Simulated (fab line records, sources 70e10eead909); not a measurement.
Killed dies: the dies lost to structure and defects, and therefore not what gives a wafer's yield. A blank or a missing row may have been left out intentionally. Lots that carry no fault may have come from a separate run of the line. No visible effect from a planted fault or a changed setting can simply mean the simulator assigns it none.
Chamber matching | flow nand_harc | rie_diel-10 running NHARC_P_M0_ETCH_34: 4 sister chambers
The step etches the open film in N2/H2, target depth 40 nm, overetch 12 nm, time 43.94 s. 7 wafers are shown with their chamber, then 7 later ones without.

## WAFERS, EACH WITH ITS CHAMBER
wafer  | chamber | drypump_motor_current_A (A) | rf_vpp_V (V)
L081.4 | 2       | 6.4                         | 430.3
L084.3 | 2       | 6.4                         | 428.8
L084.5 | 0       | 6.1                         | 433.7
L085.5 | 0       | 6.1                         | 433.7
L085.6 | 3       | 6.5                         | 429.4
L091.1 | 3       | 6.6                         | 428.7
L091.3 | 1       | 5.3                         | 430.2

## WAFERS WITH NO CHAMBER GIVEN
wafer  | drypump_motor_current_A (A) | rf_vpp_V (V)
L091.4 | 6.4                         | 429.4
L094.1 | 5.3                         | 430.3
L094.5 | 6.1                         | 433.5
L094.6 | 5.3                         | 431.0
L097.3 | 6.6                         | 429.2
L097.4 | 6.4                         | 429.1
L097.6 | 6.4                         | 429.3

## WHICH CHAMBER EACH WENT THROUGH
wafer  | from the rows above | in truth
L091.4 | 2                   | 2
L094.1 | 1                   | 1
L094.5 | 0                   | 0
L094.6 | 1                   | 1
L097.3 | 3                   | 3
L097.4 | 2                   | 2
L097.6 | 2                   | 2
Correct placement for 7 of the 7. Not placeable from these rows: 0. Placed wrongly: 0.
How it was worked out, from the rows above alone: a wafer's distance from a chamber is the root of the sum, over the readings, of the square of ((its reading less the chamber's mean) divided by the reading's scatter). If the next closest chamber is less than 2 further off than the closest, the wafer can't be placed; otherwise it belongs to the closest. A chamber's mean is the mean of its shown wafers. The scatter is the square root of a quotient: the sum, over the shown wafers, of each reading's squared deviation from its chamber's mean, divided by wafers minus chambers.
